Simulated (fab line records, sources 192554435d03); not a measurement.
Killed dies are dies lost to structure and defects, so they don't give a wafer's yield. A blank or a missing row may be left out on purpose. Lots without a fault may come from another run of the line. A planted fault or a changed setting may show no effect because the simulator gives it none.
Chamber matching | flow n5_finfet | N5_BEOL_M10_ILD_DEP_00 on pecvd-02: 3 sister chambers
The step deposits SiCOH lowk from DEMS/porogen, target thk 308.51 nm, time 58 s. 6 wafers are shown with their chamber, then 10 later ones without.

WAFERS WITH THEIR CHAMBER
wafer  | chamber | throttle_valve_pct (%) | heater_power_w (W)
L080.6 | 0       | 15.0                   | 319
L083.1 | 0       | 14.7                   | 329
L084.5 | 2       | 13.9                   | 334
L084.6 | 1       | 13.6                   | 295
L087.1 | 1       | 13.6                   | 302
L087.2 | 2       | 13.7                   | 348

WAFERS WITHOUT THEIR CHAMBER
wafer  | throttle_valve_pct (%) | heater_power_w (W)
L087.6 | 13.6                   | 303
L089.3 | 13.6                   | 376
L089.4 | 13.6                   | 299
L089.5 | 13.4                   | 391
L096.1 | 14.0                   | 299
L096.2 | 13.5                   | 366
L096.4 | 14.9                   | 348
L097.4 | 14.9                   | 353
L097.5 | 13.5                   | 284
L097.6 | 13.9                   | 411

WHICH CHAMBER EACH WENT THROUGH
wafer  | from the rows above | in truth
L087.6 | 1                   | 1
L089.3 | 2                   | 2
L089.4 | 1                   | 1
L089.5 | 2                   | 2
L096.1 | 1                   | 1
L096.2 | 2                   | 2
L096.4 | 0                   | 0
L097.4 | 0                   | 0
L097.5 | 1                   | 1
L097.6 | 2                   | 2
Placed correctly: 10 of 10. Can't be placed from these rows: 0. Placed wrongly: 0.
How it was worked out, from the rows above alone: a wafer's distance from a chamber is the root of the sum, over the readings, of the square of ((its reading less the chamber's mean) divided by the reading's scatter). The wafer belongs to the nearest chamber; if the next one is less than 2 further off, it can't be placed. A chamber's mean is the mean of its shown wafers. The scatter: the root of (the sum of the squares of (reading less its chamber's mean) over the shown wafers, divided by (wafers less chambers)).
